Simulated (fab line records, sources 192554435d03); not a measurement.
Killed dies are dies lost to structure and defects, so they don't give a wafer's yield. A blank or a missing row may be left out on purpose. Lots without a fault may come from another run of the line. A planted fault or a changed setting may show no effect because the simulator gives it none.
Which tool did it? | flow n5_finfet | 24 lots, 72 wafers sampled, at 6 steps of a route of 1938

WHAT THE GAUGES READ, wafer by wafer
The record holds no reading of a measuring or inspecting step that can be judged against a usual standard deviation.

WHICH TOOL RAN EACH LOT (tool, then ch and the chambers of the sampled wafers, then the start)
lot  | N5_BEOL_M0_SPUTTER_116       | N5_BEOL_M0_ANNEAL_119            | N5_BEOL_M1_STRIP_66                | N5_BEOL_M1_STRIP_19                | N5_BEOL_M1_ALD_98                 | N5_BEOL_M1_DEGAS_44
L074 | pvd_sputter-02, day 6 02:09  | rtp_anneal-01 ch 0, day 6 03:10  | rie_diel-03 ch 1,2,3, day 6 06:17  | rie_diel-03 ch 0,1,3, day 6 06:32  | ald_sin-04 ch 0,2,3, day 6 07:37  | pvd_sputter-02, day 6 09:16
L075 | pvd_sputter-01, day 6 07:46  | rtp_anneal-02 ch 0, day 6 08:32  | rie_diel-05 ch 0,3, day 6 12:55    | rie_diel-03 ch 0,1,3, day 6 13:14  | ald_sin-04 ch 0,2,3, day 6 14:00  | pvd_sputter-01, day 6 14:51
L076 | pvd_sputter-01, day 6 08:14  | rtp_anneal-01 ch 0, day 6 08:53  | rie_diel-03 ch 0,2,3, day 6 13:31  | rie_diel-03 ch 0,1,3, day 6 13:40  | ald_sin-01 ch 0,1, day 6 14:58    | pvd_sputter-01, day 6 18:13
L077 | pvd_sputter-03, day 6 14:35  | rtp_anneal-02 ch 0, day 6 16:01  | rie_diel-03 ch 0,2,3, day 6 18:45  | rie_diel-05 ch 0,1, day 6 18:59    | ald_sin-04 ch 0,1,3, day 6 20:12  | pvd_sputter-01, day 6 21:32
L078 | pvd_sputter-03, day 6 20:59  | rtp_anneal-01 ch 0, day 6 21:50  | rie_diel-05 ch 2,3, day 7 01:33    | rie_diel-03 ch 2,3, day 7 01:42    | ald_sin-04 ch 0,1, day 7 02:21    | pvd_sputter-02, day 7 05:26
L079 | pvd_sputter-02, day 7 01:50  | rtp_anneal-02 ch 0, day 7 02:25  | rie_diel-05 ch 1,2,3, day 7 06:32  | rie_diel-06 ch 1,2,3, day 7 06:55  | ald_sin-04 ch 0,1,2, day 7 08:13  | pvd_sputter-01, day 7 11:07
L080 | pvd_sputter-02, day 7 11:03  | rtp_anneal-02 ch 0, day 7 12:02  | rie_diel-06 ch 0,1,2, day 7 14:42  | rie_diel-05 ch 0,1,3, day 7 14:52  | ald_sin-01 ch 0,3, day 7 15:49    | pvd_sputter-02, day 7 17:34
L081 | pvd_sputter-03, day 7 17:11  | rtp_anneal-02 ch 0, day 7 17:55  | rie_diel-05 ch 0,2,3, day 7 21:35  | rie_diel-06 ch 0,1,3, day 7 21:50  | ald_sin-04 ch 1,2,3, day 7 22:31  | pvd_sputter-02, day 8 04:02
L082 | pvd_sputter-02, day 7 19:35  | rtp_anneal-02 ch 0, day 7 20:11  | rie_diel-05 ch 0,2,3, day 7 22:43  | rie_diel-05 ch 0,2,3, day 7 22:53  | ald_sin-04 ch 0,3, day 7 23:45    | pvd_sputter-02, day 8 11:34
L083 | pvd_sputter-01, day 8 06:20  | rtp_anneal-02 ch 0, day 8 06:54  | rie_diel-05 ch 0,1,2, day 8 11:13  | rie_diel-05 ch 0,2, day 8 11:44    | ald_sin-01 ch 0,1, day 8 13:26    | pvd_sputter-03, day 8 21:48
L084 | pvd_sputter-02, day 8 12:48  | rtp_anneal-01 ch 0, day 8 13:21  | rie_diel-06 ch 2,3, day 8 17:05    | rie_diel-05 ch 0,2, day 8 17:20    | ald_sin-01 ch 2,3, day 8 18:44    | pvd_sputter-02, day 9 03:03
L085 | pvd_sputter-03, day 9 01:40  | rtp_anneal-01 ch 0, day 9 02:16  | rie_diel-03 ch 0,2,3, day 9 06:52  | rie_diel-06 ch 2,3, day 9 07:01    | ald_sin-04 ch 1,2,3, day 9 07:40  | pvd_sputter-02, day 9 09:48
L086 | pvd_sputter-03, day 9 02:06  | rtp_anneal-02 ch 0, day 9 02:39  | rie_diel-03 ch 1,3, day 9 07:05    | rie_diel-06 ch 1,3, day 9 07:14    | ald_sin-01 ch 0,3, day 9 08:07    | pvd_sputter-01, day 9 15:40
L087 | pvd_sputter-01, day 9 10:10  | rtp_anneal-02 ch 0, day 9 11:07  | rie_diel-06 ch 1,2,3, day 9 14:13  | rie_diel-05 ch 0,1,2, day 9 14:28  | ald_sin-04 ch 0,2,3, day 9 15:19  | pvd_sputter-01, day 9 20:02
L088 | pvd_sputter-02, day 9 10:13  | rtp_anneal-01 ch 0, day 9 11:09  | rie_diel-05 ch 0,1, day 9 14:16    | rie_diel-05 ch 0,3, day 9 14:25    | ald_sin-04 ch 1,2,3, day 9 15:04  | pvd_sputter-03, day 9 23:01
L089 | pvd_sputter-03, day 9 12:40  | rtp_anneal-01 ch 0, day 9 13:13  | rie_diel-05 ch 0,1, day 9 16:02    | rie_diel-03 ch 0,1,3, day 9 16:11  | ald_sin-02 ch 2,3, day 9 16:57    | pvd_sputter-03, day 9 23:10
L090 | pvd_sputter-01, day 10 04:32 | rtp_anneal-02 ch 0, day 10 05:08 | rie_diel-06 ch 1,3, day 10 07:53   | rie_diel-06 ch 0,1,3, day 10 08:02 | ald_sin-02 ch 1,2,3, day 10 08:49 | pvd_sputter-03, day 10 10:23
L092 | pvd_sputter-02, day 10 11:46 | rtp_anneal-01 ch 0, day 10 12:22 | rie_diel-03 ch 1,2,3, day 10 17:25 | rie_diel-06 ch 0,2, day 10 17:37   | ald_sin-01 ch 0,1,3, day 10 18:22 | pvd_sputter-01, day 10 19:55
L093 | pvd_sputter-03, day 10 18:19 | rtp_anneal-02 ch 0, day 10 18:58 | rie_diel-05 ch 0,3, day 10 21:11   | rie_diel-05 ch 2,3, day 10 21:20   | ald_sin-01 ch 1,2,3, day 10 21:59 | pvd_sputter-01, day 10 23:33
L094 | pvd_sputter-03, day 10 19:32 | rtp_anneal-02 ch 0, day 10 20:14 | rie_diel-03 ch 0,3, day 10 23:48   | rie_diel-03 ch 2,3, day 10 23:57   | ald_sin-01 ch 1,2, day 11 00:43   | pvd_sputter-02, day 11 07:20
L095 | pvd_sputter-03, day 11 00:37 | rtp_anneal-02 ch 0, day 11 01:10 | rie_diel-06 ch 0,1, day 11 03:35   | rie_diel-03 ch 1,2, day 11 03:44   | ald_sin-01 ch 0,1,2, day 11 04:30 | pvd_sputter-02, day 11 10:08
L096 | pvd_sputter-03, day 11 13:13 | rtp_anneal-01 ch 0, day 11 13:49 | rie_diel-03 ch 2,3, day 11 15:58   | rie_diel-06 ch 1,3, day 11 16:07   | ald_sin-02 ch 0,2, day 11 16:46   | pvd_sputter-01, day 11 19:02
L097 | pvd_sputter-03, day 11 17:32 | rtp_anneal-01 ch 0, day 11 18:10 | rie_diel-03 ch 0,1,3, day 11 20:28 | rie_diel-05 ch 0,1,3, day 11 20:37 | ald_sin-01 ch 1,2,3, day 11 22:01 | pvd_sputter-01, day 12 06:51
L091 | pvd_sputter-01, day 11 20:02 | rtp_anneal-01 ch 0, day 11 20:53 | rie_diel-06 ch 0,3, day 12 00:01   | rie_diel-05 ch 1,2,3, day 12 00:10 | ald_sin-04 ch 0,2,3, day 12 00:57 | pvd_sputter-01, day 12 10:17
- N5_BEOL_M0_SPUTTER_116: material Cu, target thk 4 nm, time 7.37 s.
- N5_BEOL_M0_ANNEAL_119: time 90 s.
- N5_BEOL_M1_STRIP_66: strips in CF4.
- N5_BEOL_M1_STRIP_19: strips in O2.
- N5_BEOL_M1_ALD_98: deposits SiO2, target thk 2.5 nm, pulse time 1 s, co reactant pulse time 1 s.
- N5_BEOL_M1_DEGAS_44: time 60 s.

WHAT THE TOOLS THEMSELVES READ (means of the sampled wafers that have a number; where no wafer has one, the mark that the record gives instead)
N5_BEOL_M0_SPUTTER_116. Usual: throttle_valve_pct 30.0 %, standard deviation 0.97.
lot  | tool           | throttle_valve_pct (%) | flag
L074 | pvd_sputter-02 | 29.2                   |
L075 | pvd_sputter-01 | 31.4                   |
L076 | pvd_sputter-01 | 29.9                   |
L077 | pvd_sputter-03 | 30.9                   |
L078 | pvd_sputter-03 | 29.6                   |
L079 | pvd_sputter-02 | 29.5                   |
L080 | pvd_sputter-02 | 29.5                   |
L081 | pvd_sputter-03 | 29.5                   |
L082 | pvd_sputter-02 | 29.7                   |
L083 | pvd_sputter-01 | 30.3                   |
L084 | pvd_sputter-02 | 29.1                   |
L085 | pvd_sputter-03 | 30.3                   |
L086 | pvd_sputter-03 | 30.3                   |
L087 | pvd_sputter-01 | 30.7                   |
L088 | pvd_sputter-02 | 29.6                   |
L089 | pvd_sputter-03 | 29.2                   |
L090 | pvd_sputter-01 | 31.4                   |
L092 | pvd_sputter-02 | 29.7                   |
L093 | pvd_sputter-03 | 29.7                   |
L094 | pvd_sputter-03 | 30.0                   |
L095 | pvd_sputter-03 | 30.6                   |
L096 | pvd_sputter-03 | 30.1                   |
L097 | pvd_sputter-03 | 29.6                   |
L091 | pvd_sputter-01 | 30.8                   |

N5_BEOL_M0_ANNEAL_119. Usual: wafer_temp_C_max 225.9, standard deviation 0.32.
lot  | tool          | wafer_temp_C_max | flag
L074 | rtp_anneal-01 | 226.3            |
L075 | rtp_anneal-02 | 225.7            |
L076 | rtp_anneal-01 | 226.1            |
L077 | rtp_anneal-02 | 225.7            |
L078 | rtp_anneal-01 | 226.1            |
L079 | rtp_anneal-02 | 225.6            |
L080 | rtp_anneal-02 | 225.6            |
L081 | rtp_anneal-02 | 225.8            |
L082 | rtp_anneal-02 | 225.6            |
L083 | rtp_anneal-02 | 225.8            |
L084 | rtp_anneal-01 | 225.9            |
L085 | rtp_anneal-01 | 226.4            |
L086 | rtp_anneal-02 | 225.6            |
L087 | rtp_anneal-02 | 225.7            |
L088 | rtp_anneal-01 | 226.0            |
L089 | rtp_anneal-01 | 226.0            |
L090 | rtp_anneal-02 | 225.9            |
L092 | rtp_anneal-01 | 226.3            |
L093 | rtp_anneal-02 | 225.8            |
L094 | rtp_anneal-02 | 225.5            |
L095 | rtp_anneal-02 | 225.8            |
L096 | rtp_anneal-01 | 226.3            |
L097 | rtp_anneal-01 | 226.2            |
L091 | rtp_anneal-01 | 226.2            |

N5_BEOL_M1_STRIP_66. Usual: drypump_motor_current_A 5.8 A, standard deviation 0.51; oes_product_au 0.78 a.u., standard deviation 0.07; rf_vpp_V 271.2 V, standard deviation 1.5; showerhead_plenum_p_Torr 1.80 Torr, standard deviation 0.062; throttle_valve_pct 13.68 %, standard deviation 0.2.
lot  | tool        | drypump_motor_current_A (A) | oes_product_au (a.u.) | rf_vpp_V (V) | showerhead_plenum_p_Torr (Torr) | throttle_valve_pct (%) | flag
L074 | rie_diel-03 | 5.9                         | 0.73                  | 271.3        | 1.82                            | 13.77                  |
L075 | rie_diel-05 | 5.7                         | 0.73                  | 270.7        | 1.76                            | 13.72                  |
L076 | rie_diel-03 | 5.9                         | 0.75                  | 271.1        | 1.82                            | 13.75                  |
L077 | rie_diel-03 | 5.9                         | 0.75                  | 271.1        | 1.82                            | 13.76                  |
L078 | rie_diel-05 | 5.0                         | 0.82                  | 270.2        | 1.74                            | 13.65                  |
L079 | rie_diel-05 | 5.2                         | 0.78                  | 269.6        | 1.73                            | 13.65                  |
L080 | rie_diel-06 | 5.8                         | 0.73                  | 272.0        | 1.80                            | 13.94                  |
L081 | rie_diel-05 | 5.6                         | 0.79                  | 270.5        | 1.78                            | 13.63                  |
L082 | rie_diel-05 | 5.6                         | 0.79                  | 270.2        | 1.78                            | 13.63                  |
L083 | rie_diel-05 | 5.8                         | 0.81                  | 271.2        | 1.78                            | 13.50                  |
L084 | rie_diel-06 | 5.6                         | 0.75                  | 270.0        | 1.71                            | 13.77                  |
L085 | rie_diel-03 | 5.9                         | 0.74                  | 270.5        | 1.82                            | 13.78                  |
L086 | rie_diel-03 | 5.9                         | 0.73                  | 271.1        | 1.79                            | 13.68                  |
L087 | rie_diel-06 | 5.9                         | 0.76                  | 270.1        | 1.76                            | 13.79                  |
L088 | rie_diel-05 | 6.3                         | 0.79                  | 272.1        | 1.82                            | 13.47                  |
L089 | rie_diel-05 | 6.3                         | 0.79                  | 271.8        | 1.82                            | 13.46                  |
L090 | rie_diel-06 | 6.2                         | 0.77                  | 271.7        | 1.81                            | 13.82                  |
L092 | rie_diel-03 | 6.0                         | 0.72                  | 271.2        | 1.81                            | 13.81                  |
L093 | rie_diel-05 | 6.2                         | 0.84                  | 273.1        | 1.88                            | 13.43                  |
L094 | rie_diel-03 | 5.8                         | 0.76                  | 272.3        | 1.81                            | 13.67                  |
L095 | rie_diel-06 | 6.1                         | 0.80                  | 272.3        | 1.85                            | 13.83                  |
L096 | rie_diel-03 | 6.0                         | 0.70                  | 272.0        | 1.83                            | 13.95                  |
L097 | rie_diel-03 | 5.9                         | 0.73                  | 271.4        | 1.79                            | 13.71                  |
L091 | rie_diel-06 | 5.8                         | 0.87                  | 272.0        | 1.81                            | 13.67                  |

N5_BEOL_M1_STRIP_19. Usual: drypump_motor_current_A 5.8 A, standard deviation 0.54; oes_product_au 0.80 a.u., standard deviation 0.078; rf_vpp_V 3.7 V, standard deviation 0.51; showerhead_plenum_p_Torr 2.11 Torr, standard deviation 0.085; throttle_valve_pct 16.73 %, standard deviation 0.19.
lot  | tool        | drypump_motor_current_A (A) | oes_product_au (a.u.) | rf_vpp_V (V) | showerhead_plenum_p_Torr (Torr) | throttle_valve_pct (%) | flag
L074 | rie_diel-03 | 5.9                         | 0.77                  | 4.1          | 2.11                            | 16.75                  |
L075 | rie_diel-03 | 5.9                         | 0.77                  | 3.6          | 2.11                            | 16.76                  |
L076 | rie_diel-03 | 5.9                         | 0.77                  | 4.3          | 2.11                            | 16.75                  |
L077 | rie_diel-05 | 6.3                         | 0.84                  | 3.7          | 2.14                            | 16.48                  |
L078 | rie_diel-03 | 5.9                         | 0.71                  | 3.3          | 2.14                            | 16.89                  |
L079 | rie_diel-06 | 5.9                         | 0.79                  | 3.5          | 2.06                            | 16.82                  |
L080 | rie_diel-05 | 5.8                         | 0.77                  | 3.7          | 2.06                            | 16.66                  |
L081 | rie_diel-06 | 6.0                         | 0.78                  | 3.2          | 2.12                            | 16.94                  |
L082 | rie_diel-05 | 5.7                         | 0.80                  | 3.9          | 2.08                            | 16.73                  |
L083 | rie_diel-05 | 5.6                         | 0.87                  | 4.0          | 2.10                            | 16.67                  |
L084 | rie_diel-05 | 5.6                         | 0.86                  | 3.9          | 2.10                            | 16.68                  |
L085 | rie_diel-06 | 5.6                         | 0.75                  | 4.2          | 1.99                            | 16.80                  |
L086 | rie_diel-06 | 6.0                         | 0.82                  | 4.0          | 2.07                            | 16.78                  |
L087 | rie_diel-05 | 5.8                         | 0.81                  | 3.5          | 2.08                            | 16.63                  |
L088 | rie_diel-05 | 6.2                         | 0.87                  | 3.8          | 2.21                            | 16.51                  |
L089 | rie_diel-03 | 5.9                         | 0.76                  | 3.2          | 2.10                            | 16.78                  |
L090 | rie_diel-06 | 6.0                         | 0.86                  | 3.7          | 2.11                            | 16.82                  |
L092 | rie_diel-06 | 5.5                         | 0.96                  | 3.3          | 2.20                            | 16.50                  |
L093 | rie_diel-05 | 5.1                         | 0.91                  | 3.9          | 2.17                            | 16.60                  |
L094 | rie_diel-03 | 5.8                         | 0.71                  | 3.5          | 2.10                            | 16.84                  |
L095 | rie_diel-03 | 6.1                         | 0.71                  | 3.5          | 2.14                            | 16.94                  |
L096 | rie_diel-06 | 6.2                         | 0.76                  | 3.9          | 2.12                            | 16.96                  |
L097 | rie_diel-05 | 5.8                         | 0.83                  | 3.5          | 2.14                            | 16.56                  |
L091 | rie_diel-05 | 5.2                         | 0.84                  | 4.4          | 2.09                            | 16.65                  |

N5_BEOL_M1_ALD_98. Usual: heater_power_w 83 W, standard deviation 7.2; precursor_pulse_height_rel 1.000, standard deviation 0.021.
lot  | tool       | heater_power_w (W) | precursor_pulse_height_rel | flag
L074 | ald_sin-04 | 87                 | 0.993                      |
L075 | ald_sin-04 | 86                 | 0.980                      |
L076 | ald_sin-01 | 78                 | 0.988                      |
L077 | ald_sin-04 | 82                 | 1.019                      |
L078 | ald_sin-04 | 77                 | 1.004                      |
L079 | ald_sin-04 | 84                 | 1.012                      |
L080 | ald_sin-01 | 83                 | 1.004                      |
L081 | ald_sin-04 | 89                 | 0.987                      |
L082 | ald_sin-04 | 80                 | 1.026                      |
L083 | ald_sin-01 | 84                 | 1.000                      |
L084 | ald_sin-01 | 89                 | 1.002                      |
L085 | ald_sin-04 | 85                 | 1.004                      |
L086 | ald_sin-01 | 86                 | 0.995                      |
L087 | ald_sin-04 | 85                 | 1.002                      |
L088 | ald_sin-04 | 86                 | 1.003                      |
L089 | ald_sin-02 | 76                 | 0.988                      |
L090 | ald_sin-02 | 77                 | 1.022                      |
L092 | ald_sin-01 | 81                 | 1.004                      |
L093 | ald_sin-01 | 83                 | 1.000                      |
L094 | ald_sin-01 | 81                 | 0.992                      |
L095 | ald_sin-01 | 84                 | 1.008                      |
L096 | ald_sin-02 | 80                 | 1.007                      |
L097 | ald_sin-01 | 83                 | 1.010                      |
L091 | ald_sin-04 | 84                 | 0.993                      |

N5_BEOL_M1_DEGAS_44. Usual: heater_power_w 326 W, standard deviation 39.
lot  | tool           | heater_power_w (W) | flag
L074 | pvd_sputter-02 | 337                |
L075 | pvd_sputter-01 | 351                |
L076 | pvd_sputter-01 | 334                |
L077 | pvd_sputter-01 | 311                |
L078 | pvd_sputter-02 | 339                |
L079 | pvd_sputter-01 | 312                |
L080 | pvd_sputter-02 | 343                |
L081 | pvd_sputter-02 | 346                |
L082 | pvd_sputter-02 | 337                |
L083 | pvd_sputter-03 | 333                |
L084 | pvd_sputter-02 | 346                |
L085 | pvd_sputter-02 | 338                |
L086 | pvd_sputter-01 | 329                |
L087 | pvd_sputter-01 | 304                |
L088 | pvd_sputter-03 | 331                |
L089 | pvd_sputter-03 | 312                |
L090 | pvd_sputter-03 | 315                |
L092 | pvd_sputter-01 | 309                |
L093 | pvd_sputter-01 | 314                |
L094 | pvd_sputter-02 | 340                |
L095 | pvd_sputter-02 | 344                |
L096 | pvd_sputter-01 | 334                |
L097 | pvd_sputter-01 | 317                |
L091 | pvd_sputter-01 | 305                |

THE ANSWER, worked out from the rows above alone
Rule: a lot is off if the mean of its wafers that have a number lies more than 3 standard deviations from the usual mean. A lot without any number at a reading at which 4 lots or more have one is off too. The other lots that the step has rows for count as sound. The gauges are gone through in route order, then the tools' own readings, and for those a lot's mean is taken as printed above. The first step at which some lot is off is used, and at that step the reading that is off furthest; a lot without a number counts as furthest.
No lot is off at any reading shown: from this, nothing can be told.

WHAT THE SIMULATOR HAD PUT IN
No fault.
